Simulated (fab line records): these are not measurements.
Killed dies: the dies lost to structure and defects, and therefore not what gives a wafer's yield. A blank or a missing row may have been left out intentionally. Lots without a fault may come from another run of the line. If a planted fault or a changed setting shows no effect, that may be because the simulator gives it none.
Which tool is to blame? + flow n5-finfet + 24 lots with 72 wafers sampled at 5 steps, on a route of 1938 steps

WHAT THE GAUGES READ, wafer by wafer
N5_BEOL_M5_THK_MEAS_53: measures by xrf.
| lot  | measured     | on            | M5_THK (nm)    |
|------|--------------|---------------|----------------|
| L074 | day 8 11:40  | film-metro-01 | 58.2 60.2 57.4 |
| L075 | day 8 14:29  | film-metro-02 | 60.7 59.4 61.9 |
| L076 | day 9 00:16  | film-metro-01 | 62.7 61.6 64.2 |
| L077 | day 9 04:49  | film-metro-02 | 62.8 61.4 62.7 |
| L078 | day 9 13:14  | film-metro-02 | 62.1 63.2 60.9 |
| L079 | day 9 15:10  | film-metro-02 | 61.4 62.5 59.7 |
| L080 | day 9 21:32  | film-metro-01 | 58.9 60.1 59.3 |
| L082 | day 9 22:34  | film-metro-01 | 61.0 62.1 60.9 |
| L081 | day 10 01:28 | film-metro-01 | 61.8 64.2 60.7 |
| L083 | day 10 04:02 | film-metro-01 | 61.2 60.7 60.4 |
| L084 | day 10 22:50 | film-metro-02 | 60.6 60.2 61.0 |
| L086 | day 11 12:34 | film-metro-01 | 61.9 60.1 62.6 |
| L085 | day 11 13:40 | film-metro-01 | 62.1 62.3 61.6 |
| L087 | day 11 18:10 | film-metro-01 | 61.4 62.0 60.8 |
| L088 | day 11 18:33 | film-metro-02 | 60.0 61.8 61.3 |
| L089 | day 11 21:41 | film-metro-01 | 63.8 61.3 61.3 |
| L091 | day 12 11:16 | film-metro-02 | 62.0 62.6 60.8 |
| L090 | day 12 12:03 | film-metro-01 | 60.5 64.3 61.9 |
| L092 | day 12 17:42 | film-metro-02 | 61.1 62.1 60.9 |
| L093 | day 13 05:26 | film-metro-01 | 58.1 61.1 59.9 |
| L094 | day 13 12:47 | film-metro-01 | 58.6 61.4 59.6 |
| L095 | day 13 15:47 | film-metro-02 | 61.5 61.2 59.1 |
| L096 | day 13 19:41 | film-metro-02 | 58.3 62.2 59.2 |
| L097 | day 13 21:07 | film-metro-01 | 62.0 60.0 63.0 |

N5_BEOL_M6_OVL_MEAS_12.
| lot  | measured     | on         | M6_OVL (nm)    |
|------|--------------|------------|----------------|
| L074 | day 8 14:31  | overlay-01 | 0.0 -0.3 0.6   |
| L075 | day 8 17:53  | overlay-02 | -0.5 -0.7 0.2  |
| L076 | day 9 03:57  | overlay-02 | 0.4 0.0 0.2    |
| L077 | day 9 07:25  | overlay-01 | -0.1 0.2 0.3   |
| L078 | day 9 16:02  | overlay-02 | 0.3 0.0 1.0    |
| L079 | day 9 16:43  | overlay-01 | 0.5 0.4 1.2    |
| L080 | day 10 01:34 | overlay-02 | 0.2 1.7 0.8    |
| L082 | day 10 01:48 | overlay-01 | 0.1 0.8 0.1    |
| L081 | day 10 03:44 | overlay-02 | -0.1 0.9 1.3   |
| L083 | day 10 06:56 | overlay-01 | -0.2 -0.3 -0.8 |
| L084 | day 11 01:34 | overlay-01 | -0.1 -0.4 -0.4 |
| L086 | day 11 15:26 | overlay-02 | 0.6 -0.6 -0.4  |
| L085 | day 11 16:00 | overlay-02 | -0.3 0.9 0.3   |
| L087 | day 11 20:28 | overlay-02 | 0.0 0.3 0.7    |
| L088 | day 11 20:47 | overlay-02 | -0.1 1.4 0.6   |
| L089 | day 11 23:49 | overlay-02 | 0.5 -0.9 0.9   |
| L091 | day 12 14:02 | overlay-01 | 1.2 0.9 0.8    |
| L090 | day 12 14:16 | overlay-02 | -0.2 1.1 1.6   |
| L092 | day 12 19:46 | overlay-01 | 0.6 0.8 -0.2   |
| L093 | day 13 07:11 | overlay-01 | -0.1 0.7 0.2   |
| L094 | day 13 15:19 | overlay-01 | 0.1 0.7 1.2    |
| L095 | day 13 20:25 | overlay-02 | 0.5 1.3 0.9    |
| L096 | day 13 21:07 | overlay-02 | 0.2 0.6 0.6    |
| L097 | day 13 23:47 | overlay-01 | 1.7 1.7 1.4    |

WHAT TOOL EACH LOT RAN ON (gives the tool, then ch and the chambers of the sampled wafers, and finally the start)
| lot  | N5_BEOL_M5_CURE_80            | N5_BEOL_M5_ALD_86                   | N5_BEOL_M5_SPUTTER_88        |
|------|-------------------------------|-------------------------------------|------------------------------|
| L074 | uv-cure-02 ch 1, day 8 03:44  | ald-metal-01 ch 0,1,2, day 8 05:59  | pvd-sputter-02, day 8 09:47  |
| L075 | uv-cure-01 ch 0, day 8 06:29  | ald-metal-03 ch 1,2,3, day 8 06:59  | pvd-sputter-01, day 8 12:37  |
| L076 | uv-cure-01 ch 1, day 8 17:56  | ald-metal-03 ch 0,1,2, day 8 18:34  | pvd-sputter-02, day 8 22:23  |
| L077 | uv-cure-01 ch 1, day 8 21:08  | ald-metal-03 ch 2,3, day 8 21:44    | pvd-sputter-02, day 9 02:56  |
| L078 | uv-cure-01 ch 0, day 9 06:50  | ald-metal-03 ch 1,2,3, day 9 07:19  | pvd-sputter-02, day 9 11:11  |
| L079 | uv-cure-02 ch 2, day 9 07:28  | ald-metal-04 ch 0,1,2, day 9 07:50  | pvd-sputter-01, day 9 13:17  |
| L080 | uv-cure-02 ch 1, day 9 15:21  | ald-metal-01 ch 2,3, day 9 15:50    | pvd-sputter-01, day 9 19:39  |
| L082 | uv-cure-03 ch 1, day 9 15:41  | ald-metal-04 ch 1,2,3, day 9 16:23  | pvd-sputter-02, day 9 20:41  |
| L081 | uv-cure-02 ch 0, day 9 18:58  | ald-metal-03 ch 1,2,3, day 9 19:37  | pvd-sputter-03, day 9 23:34  |
| L083 | uv-cure-03 ch 2, day 9 21:13  | ald-metal-03 ch 0,1,3, day 9 22:16  | pvd-sputter-01, day 10 02:06 |
| L084 | uv-cure-01 ch 0, day 10 15:50 | ald-metal-03 ch 1,2,3, day 10 16:40 | pvd-sputter-01, day 10 20:40 |
| L086 | uv-cure-01 ch 1, day 11 06:16 | ald-metal-03 ch 0,1,3, day 11 06:52 | pvd-sputter-03, day 11 10:40 |
| L085 | uv-cure-01 ch 0, day 11 06:58 | ald-metal-04 ch 0,1,3, day 11 07:34 | pvd-sputter-02, day 11 11:32 |
| L087 | uv-cure-03 ch 0, day 11 11:50 | ald-metal-01 ch 0,2,3, day 11 12:22 | pvd-sputter-01, day 11 16:17 |
| L088 | uv-cure-01 ch 1, day 11 12:10 | ald-metal-03 ch 0,2, day 11 12:36   | pvd-sputter-02, day 11 16:40 |
| L089 | uv-cure-01 ch 0, day 11 14:41 | ald-metal-03 ch 0,3, day 11 15:28   | pvd-sputter-03, day 11 19:16 |
| L091 | uv-cure-03 ch 2, day 12 05:14 | ald-metal-04 ch 0,1,3, day 12 05:37 | pvd-sputter-02, day 12 09:23 |
| L090 | uv-cure-03 ch 1, day 12 05:58 | ald-metal-01 ch 0,2,3, day 12 06:27 | pvd-sputter-03, day 12 10:10 |
| L092 | uv-cure-01 ch 1, day 12 11:12 | ald-metal-04 ch 1,2,3, day 12 11:44 | pvd-sputter-01, day 12 15:39 |
| L093 | uv-cure-03 ch 0, day 12 23:09 | ald-metal-03 ch 0,1,2, day 12 23:28 | pvd-sputter-03, day 13 03:31 |
| L094 | uv-cure-03 ch 1, day 13 05:42 | ald-metal-04 ch 0,2, day 13 06:19   | pvd-sputter-01, day 13 10:10 |
| L095 | uv-cure-03 ch 1, day 13 09:08 | ald-metal-01 ch 2,3, day 13 09:52   | pvd-sputter-03, day 13 13:37 |
| L096 | uv-cure-03 ch 2, day 13 11:55 | ald-metal-03 ch 2,3, day 13 12:35   | pvd-sputter-01, day 13 17:41 |
| L097 | uv-cure-02 ch 2, day 13 14:41 | ald-metal-03 ch 0,1, day 13 15:10   | pvd-sputter-02, day 13 19:13 |
- N5_BEOL_M5_CURE_80: cures SiCOH lowk, time 120 s.
- N5_BEOL_M5_ALD_86: deposits TaN, pulse time 2 s, purge time 3 s, co reactant purge time 2 s.
- N5_BEOL_M5_SPUTTER_88: material Cu, target thk 15 nm, time 27.62 s.

WHAT THE TOOLS THEMSELVES READ (means of the sampled wafers that have a number; where no wafer has one, the mark that the record gives instead)
N5_BEOL_M5_CURE_80.
| lot  | tool       | lamp-power-pct (%) | wafer_temp_C_max |
|------|------------|--------------------|------------------|
| L074 | uv-cure-02 | 52.29              | 371.4            |
| L075 | uv-cure-01 | 52.34              | 371.8            |
| L076 | uv-cure-01 | 52.33              | 372.1            |
| L077 | uv-cure-01 | 52.32              | 372.2            |
| L078 | uv-cure-01 | 52.34              | 372.4            |
| L079 | uv-cure-02 | 52.32              | 372.1            |
| L080 | uv-cure-02 | 52.32              | 371.6            |
| L082 | uv-cure-03 | 52.27              | 371.0            |
| L081 | uv-cure-02 | 52.35              | 371.8            |
| L083 | uv-cure-03 | 52.36              | 371.7            |
| L084 | uv-cure-01 | 52.32              | 372.2            |
| L086 | uv-cure-01 | 52.32              | 372.3            |
| L085 | uv-cure-01 | 52.29              | 371.7            |
| L087 | uv-cure-03 | 52.34              | 371.3            |
| L088 | uv-cure-01 | 52.34              | 372.0            |
| L089 | uv-cure-01 | 52.33              | 372.1            |
| L091 | uv-cure-03 | 52.33              | 371.9            |
| L090 | uv-cure-03 | 52.29              | 371.1            |
| L092 | uv-cure-01 | 52.30              | 372.0            |
| L093 | uv-cure-03 | 52.28              | 371.5            |
| L094 | uv-cure-03 | 52.30              | 371.4            |
| L095 | uv-cure-03 | 52.34              | 371.4            |
| L096 | uv-cure-03 | 52.32              | 372.0            |
| L097 | uv-cure-02 | 52.30              | 371.7            |

N5_BEOL_M5_ALD_86.
| lot  | tool         | chamber-pressure-Torr (Torr) | heater-power-outer-w (W) | heater-power-w (W) | susceptor-temp-C (C) |
|------|--------------|------------------------------|--------------------------|--------------------|----------------------|
| L074 | ald-metal-01 | 3.005                        | 232                      | 421                | 274.95               |
| L075 | ald-metal-03 | 3.000                        | 215                      | 406                | 275.08               |
| L076 | ald-metal-03 | 3.001                        | 209                      | 379                | 275.19               |
| L077 | ald-metal-03 | 2.995                        | 219                      | 412                | 275.02               |
| L078 | ald-metal-03 | 2.990                        | 219                      | 413                | 275.08               |
| L079 | ald-metal-04 | 2.999                        | 263                      | 477                | 275.08               |
| L080 | ald-metal-01 | 2.993                        | 251                      | 442                | 275.01               |
| L082 | ald-metal-04 | 2.997                        | 229                      | 419                | 275.03               |
| L081 | ald-metal-03 | 2.998                        | 216                      | 406                | 275.11               |
| L083 | ald-metal-03 | 2.992                        | 206                      | 384                | 274.94               |
| L084 | ald-metal-03 | 2.996                        | 219                      | 407                | 275.05               |
| L086 | ald-metal-03 | 3.000                        | 206                      | 386                | 275.08               |
| L085 | ald-metal-04 | 2.997                        | 247                      | 442                | 274.76               |
| L087 | ald-metal-01 | 3.003                        | 234                      | 423                | 275.08               |
| L088 | ald-metal-03 | 2.999                        | 215                      | 392                | 275.00               |
| L089 | ald-metal-03 | 2.994                        | 200                      | 367                | 274.94               |
| L091 | ald-metal-04 | 2.999                        | 244                      | 440                | 274.76               |
| L090 | ald-metal-01 | 3.000                        | 235                      | 428                | 274.89               |
| L092 | ald-metal-04 | 3.002                        | 233                      | 426                | 275.13               |
| L093 | ald-metal-03 | 3.006                        | 213                      | 381                | 275.34               |
| L094 | ald-metal-04 | 3.005                        | 267                      | 493                | 274.99               |
| L095 | ald-metal-01 | 2.999                        | 233                      | 417                | 275.17               |
| L096 | ald-metal-03 | 2.990                        | 218                      | 416                | 275.15               |
| L097 | ald-metal-03 | 2.997                        | 197                      | 359                | 275.03               |

N5_BEOL_M5_SPUTTER_88.
| lot  | tool           | chuck-gas-flow-sccm (sccm) | susceptor-temp-C (C) | throttle-valve-pct (%) |
|------|----------------|----------------------------|----------------------|------------------------|
| L074 | pvd-sputter-02 | 1.23                       | -19.93               | 30.8                   |
| L075 | pvd-sputter-01 | 1.27                       | -20.15               | 28.7                   |
| L076 | pvd-sputter-02 | 1.31                       | -19.94               | 29.6                   |
| L077 | pvd-sputter-02 | 1.29                       | -20.01               | 29.8                   |
| L078 | pvd-sputter-02 | 1.23                       | -19.93               | 29.8                   |
| L079 | pvd-sputter-01 | 1.27                       | -20.04               | 30.0                   |
| L080 | pvd-sputter-01 | 1.28                       | -20.04               | 29.1                   |
| L082 | pvd-sputter-02 | 1.25                       | -20.10               | 30.4                   |
| L081 | pvd-sputter-03 | 1.34                       | -19.96               | 29.1                   |
| L083 | pvd-sputter-01 | 1.23                       | -20.01               | 29.9                   |
| L084 | pvd-sputter-01 | 1.27                       | -20.05               | 29.1                   |
| L086 | pvd-sputter-03 | 1.28                       | -19.97               | 30.0                   |
| L085 | pvd-sputter-02 | 1.25                       | -19.98               | 30.6                   |
| L087 | pvd-sputter-01 | 1.33                       | -19.97               | 29.4                   |
| L088 | pvd-sputter-02 | 1.23                       | -19.95               | 30.5                   |
| L089 | pvd-sputter-03 | 1.32                       | -19.96               | 30.7                   |
| L091 | pvd-sputter-02 | 1.29                       | -20.05               | 29.9                   |
| L090 | pvd-sputter-03 | 1.22                       | -19.98               | 29.8                   |
| L092 | pvd-sputter-01 | 1.22                       | -20.09               | 29.7                   |
| L093 | pvd-sputter-03 | 1.22                       | -20.04               | 28.9                   |
| L094 | pvd-sputter-01 | 1.30                       | -19.99               | 28.7                   |
| L095 | pvd-sputter-03 | 1.27                       | -19.97               | 29.6                   |
| L096 | pvd-sputter-01 | 1.24                       | -20.11               | 29.3                   |
| L097 | pvd-sputter-02 | 1.29                       | -20.00               | 30.2                   |

THE ANSWER, worked out from the rows above alone
Rule: what is usual is taken from the lots themselves. The widest of any qualifying gaps counts: lots, ordered by their means at a reading, are off when they make up no more than a third of the lots, leave a main group of 4 or more, and stand apart from it by 3 or more times the standard deviation of that group's means. Not used: any main group whose means are identical at the precision the tables above print for the reading. Also off: a lot with no number at a reading for which 4 or more lots have one. Any other lot the step has rows for is counted as sound. After the gauges, taken in route order, come the tools' own readings; for these a lot's mean is taken, as printed above. At the first step where some lot is off, the reading lying furthest off is the one used; lots without a number count as furthest.
No lot is off at any reading shown: from this, nothing can be told.

WHAT THE SIMULATOR HAD PUT IN
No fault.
